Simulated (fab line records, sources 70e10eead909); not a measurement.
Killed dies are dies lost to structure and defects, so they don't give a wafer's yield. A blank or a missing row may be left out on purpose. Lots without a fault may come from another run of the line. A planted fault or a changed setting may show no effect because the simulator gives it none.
A struck lot beside a sound one | flow nand_harc | 13 steps out of a route of 1302
Sound: wafers L914.1, L914.5, L914.6. Struck: wafers L925.2, L925.3. The cause comes at the end.
At each step with rows: each side's tool, then ch and its chambers, then its first start. Under that, the readings that differ: sound wafers | struck wafers | difference of the means | sigmas: that difference in standard deviations of wafers without a fault.
alike: readings whose means differ by less than 2 such deviations, and words and numbers that are the same on both sides. not compared: withheld readings, readings that some wafer has no value for, bounds like >300 that may hide the same value, and numbers for which the record gives no deviation and whose values overlap.
The two part at a step that has a row with sigmas, a row that says differs or no value, or rows on one side only. Numbers that don't overlap but have no deviation are shown without sigmas and don't part them. A reading that every wafer of one side lacks parts them only if that side has two wafers or more.

first, 1 step without rows for these wafers: NHARC_A_ONON_D1_DEP_06 (target thk 1000 nm).
NHARC_A_ONON_D1_THK_MEAS_08: measures by ellipsometry.
  sound on film_metro-01, day 8 13:52; struck on film_metro-02, day 13 04:02
  alike: thk_nm
then, 1 step without rows for these wafers: NHARC_A_ONON_D1_DEP_09 (target thk 1000 nm).
NHARC_A_ONON_D1_THK_MEAS_11: measures by ellipsometry.
  sound on film_metro-01, day 8 14:26; struck on film_metro-02, day 13 04:36
  alike: thk_nm
then, 1 step without rows for these wafers: NHARC_A_ONON_D1_DEP_12 (target thk 1000 nm).
NHARC_A_ONON_D1_THK_MEAS_14: measures by ellipsometry.
  sound on film_metro-02, day 8 15:01; struck on film_metro-01, day 13 05:10
  alike: thk_nm
then, 2 steps without rows for these wafers: NHARC_A_ONON_D1_ANNEAL_15 (time 3600 s); NHARC_A_ONON_D1_DEP_16 (target thk 1000 nm).
NHARC_A_ONON_D1_THK_MEAS_18: measures by ellipsometry.
  sound on film_metro-02, day 8 22:47; struck on film_metro-02, day 13 16:24
  alike: thk_nm
then, 1 step without rows for these wafers: NHARC_A_ONON_D1_DEP_19 (target thk 1000 nm).
NHARC_A_ONON_D1_THK_MEAS_21: measures by ellipsometry.
  sound on film_metro-02, day 8 23:22; struck on film_metro-01, day 13 16:58
  alike: thk_nm
NHARC_A_ONON_D1_DEP_22: target thk 1000 nm.
  sound on pecvd_onon-03 ch 0, day 8 23:25; struck on pecvd_onon-02 ch 0, day 13 17:05
NHARC_A_ONON_D1_THK_MEAS_24: measures by ellipsometry.
  sound on film_metro-02, day 8 23:56; struck on film_metro-01, day 13 17:43
  reading     | sound       | struck  | difference | sigmas
  thk_nm (nm) | 996 997 996 | 964 963 | -33        | -4
  not compared: hold

WHERE THEY PART
Only at NHARC_A_ONON_D1_THK_MEAS_24, within this record.

WHY: what the simulator had put in
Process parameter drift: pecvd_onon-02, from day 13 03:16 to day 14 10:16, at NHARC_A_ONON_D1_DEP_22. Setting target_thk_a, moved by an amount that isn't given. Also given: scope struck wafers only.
